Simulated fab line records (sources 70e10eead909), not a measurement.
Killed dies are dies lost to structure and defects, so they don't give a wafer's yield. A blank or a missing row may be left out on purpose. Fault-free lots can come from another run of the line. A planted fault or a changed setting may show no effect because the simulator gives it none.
Chamber matching -- flow nand_harc -- NHARC_A_ONON_D1_DEP_33 on pecvd-04: 3 sister chambers
The step deposits SiO2, target thk 200 nm. 6 wafers are shown with their chamber, then 9 later ones without.

## WAFERS PAIRED WITH THEIR CHAMBERS
wafer,chamber,heater_power_w (W),throttle_valve_pct (%)
L080.2,0,674,16.2
L083.3,2,489,16.1
L083.5,1,741,15.5
L087.1,2,464,16.0
L087.4,0,558,16.0
L087.6,1,711,15.4

## WAFERS WHOSE CHAMBER IS MISSING
wafer,heater_power_w (W),throttle_valve_pct (%)
L094.2,458,16.0
L094.3,643,16.1
L094.5,668,16.2
L097.1,424,16.0
L097.5,429,16.0
L097.6,708,16.3
L096.3,532,16.4
L096.5,410,15.6
L096.6,765,15.8

## WHICH CHAMBER EACH WENT THROUGH
wafer,from the rows above,in truth
L094.2,2,2
L094.3,0,0
L094.5,0,0
L097.1,2,2
L097.5,2,2
L097.6,0,0
L096.3,can't be placed: 0 or 2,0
L096.5,can't be placed: 2 or 0 or 1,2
L096.6,can't be placed: 1 or 0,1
Correctly placed: 6 of 9. Unplaceable from these rows: 3, with the true chamber sitting among the candidates in 3. Number placed wrongly: 0.
How it was worked out, from the rows above alone: a wafer's distance from a chamber is the root of the sum, over the readings, of the square of ((its reading less the chamber's mean) divided by the reading's scatter). The wafer belongs to the nearest chamber; if the next one is less than 2 further off, it can't be placed. A chamber's mean is the mean of its shown wafers. The scatter is the square root of a quotient: the sum, over the shown wafers, of each reading's squared deviation from its chamber's mean, divided by wafers minus chambers.
